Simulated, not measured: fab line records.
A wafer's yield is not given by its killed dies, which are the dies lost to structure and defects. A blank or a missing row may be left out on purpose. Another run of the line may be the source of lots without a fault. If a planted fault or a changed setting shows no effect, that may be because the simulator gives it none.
Which of the tools did it? | flow nand-harc | Sampling: 24 lots, 72 wafers, 2 of 1159 route steps

WHAT EACH GAUGE READ, for each wafer
NHARC_P_M2_THK_MEAS_24: measures by xrf. Usual: 144.5 nm for thk-nm, sd 1.7.
lot  | measured     | on            | thk-nm (nm)       | flag
L074 | day 5 21:02  | film-metro-02 | 143.5 142.6 144.6 |
L075 | day 6 16:26  | film-metro-02 | 143.9 143.8 143.0 |
L078 | day 7 06:25  | film-metro-02 | 146.7 144.7 147.1 |
L076 | day 7 06:51  | film-metro-01 | 144.5 143.7 144.5 |
L077 | day 7 07:02  | film-metro-01 | 146.1 143.3 144.6 |
L080 | day 7 15:33  | film-metro-01 | 147.9 144.5 144.6 |
L079 | day 7 16:41  | film-metro-01 | 145.5 144.9 144.0 |
L082 | day 8 01:49  | film-metro-02 | 142.6 141.7 144.7 |
L081 | day 8 05:14  | film-metro-02 | 142.4 143.7 142.9 |
L085 | day 8 19:41  | film-metro-02 | 138.8 142.1 140.6 |
L083 | day 8 20:21  | film-metro-02 | 145.4 143.8 144.1 |
L084 | day 8 22:40  | film-metro-02 | 143.9 145.6 144.0 |
L087 | day 9 07:38  | film-metro-01 | 147.2 145.6 143.2 |
L086 | day 9 08:44  | film-metro-01 | 142.4 148.0 144.2 |
L089 | day 9 19:06  | film-metro-01 | 144.5 144.5 144.3 |
L088 | day 9 19:52  | film-metro-02 | 143.5 144.1 145.3 |
L090 | day 10 14:50 | film-metro-02 | 144.2 144.2 144.8 |
L091 | day 10 15:10 | film-metro-01 | 144.9 145.1 144.3 |
L092 | day 10 21:05 | film-metro-01 | 143.2 143.8 145.8 |
L093 | day 11 01:43 | film-metro-02 | 144.4 143.5 143.2 |
L094 | day 11 07:26 | film-metro-02 | 144.9 145.3 146.8 |
L096 | day 11 20:03 | film-metro-01 | 144.7 146.7 146.9 |
L095 | day 11 21:38 | film-metro-01 | 143.7 143.3 145.2 |
L097 | day 11 21:43 | film-metro-02 | 145.2 145.3 143.9 |

TOOL THAT RAN EACH LOT (tool first, then ch and the chambers of the sampled wafers, then the start)
lot  | NHARC_P_M1_ANNEAL_31
L074 | rtp-anneal-01 ch 0, day 5 16:08
L075 | rtp-anneal-01 ch 0, day 6 11:37
L078 | rtp-anneal-01 ch 0, day 7 01:22
L076 | rtp-anneal-02 ch 0, day 7 01:54
L077 | rtp-anneal-01 ch 0, day 7 02:05
L080 | rtp-anneal-01 ch 0, day 7 10:43
L079 | rtp-anneal-01 ch 0, day 7 11:40
L082 | rtp-anneal-02 ch 0, day 7 20:59
L081 | rtp-anneal-01 ch 0, day 8 00:07
L085 | rtp-anneal-02 ch 0, day 8 14:53
L083 | rtp-anneal-02 ch 0, day 8 15:43
L084 | rtp-anneal-01 ch 0, day 8 17:28
L087 | rtp-anneal-01 ch 0, day 9 02:55
L086 | rtp-anneal-02 ch 0, day 9 04:05
L089 | rtp-anneal-02 ch 0, day 9 14:25
L088 | rtp-anneal-02 ch 0, day 9 14:59
L090 | rtp-anneal-01 ch 0, day 10 10:01
L091 | rtp-anneal-02 ch 0, day 10 10:14
L092 | rtp-anneal-01 ch 0, day 10 16:22
L093 | rtp-anneal-01 ch 0, day 10 20:48
L094 | rtp-anneal-02 ch 0, day 11 02:31
L096 | rtp-anneal-02 ch 0, day 11 15:18
L095 | rtp-anneal-02 ch 0, day 11 16:48
L097 | rtp-anneal-01 ch 0, day 11 16:52
- NHARC_P_M1_ANNEAL_31: time 90 s.

AS READ BY THE TOOLS THEMSELVES (means over the sampled wafers that have a number; for cases with no such wafer, the mark the record gives instead)
NHARC_P_M1_ANNEAL_31. Usual: 226.00 for wafer_temp_C_max, sd 0.28.
lot  | tool          | wafer_temp_C_max | flag
L074 | rtp-anneal-01 | 226.45           |
L075 | rtp-anneal-01 | 226.10           |
L078 | rtp-anneal-01 | 225.89           |
L076 | rtp-anneal-02 | 225.72           |
L077 | rtp-anneal-01 | 225.83           |
L080 | rtp-anneal-01 | 226.32           |
L079 | rtp-anneal-01 | 226.26           |
L082 | rtp-anneal-02 | 225.84           |
L081 | rtp-anneal-01 | 225.97           |
L085 | rtp-anneal-02 | 225.82           |
L083 | rtp-anneal-02 | 226.03           |
L084 | rtp-anneal-01 | 226.41           |
L087 | rtp-anneal-01 | 226.02           |
L086 | rtp-anneal-02 | 225.74           |
L089 | rtp-anneal-02 | 225.91           |
L088 | rtp-anneal-02 | 225.87           |
L090 | rtp-anneal-01 | 226.13           |
L091 | rtp-anneal-02 | 225.82           |
L092 | rtp-anneal-01 | 226.05           |
L093 | rtp-anneal-01 | 225.99           |
L094 | rtp-anneal-02 | 225.71           |
L096 | rtp-anneal-02 | 226.01           |
L095 | rtp-anneal-02 | 225.84           |
L097 | rtp-anneal-01 | 225.99           |

THE ANSWER, worked out from the rows above alone
Rule: take the mean of a lot's wafers that have a number; if it is more than 3 standard deviations from the usual mean, the lot is off. A lot without any number at a reading at which 4 lots or more have one is off too. Any other lot the step has rows for is counted as sound. After the gauges, taken in route order, come the tools' own readings; for these a lot's mean is taken, as printed above. At the first step where some lot is off, the reading lying furthest off is the one used; lots without a number count as furthest.
No lot is off at any reading shown: from this, nothing can be told.

WHAT THE SIMULATOR HAD INSERTED
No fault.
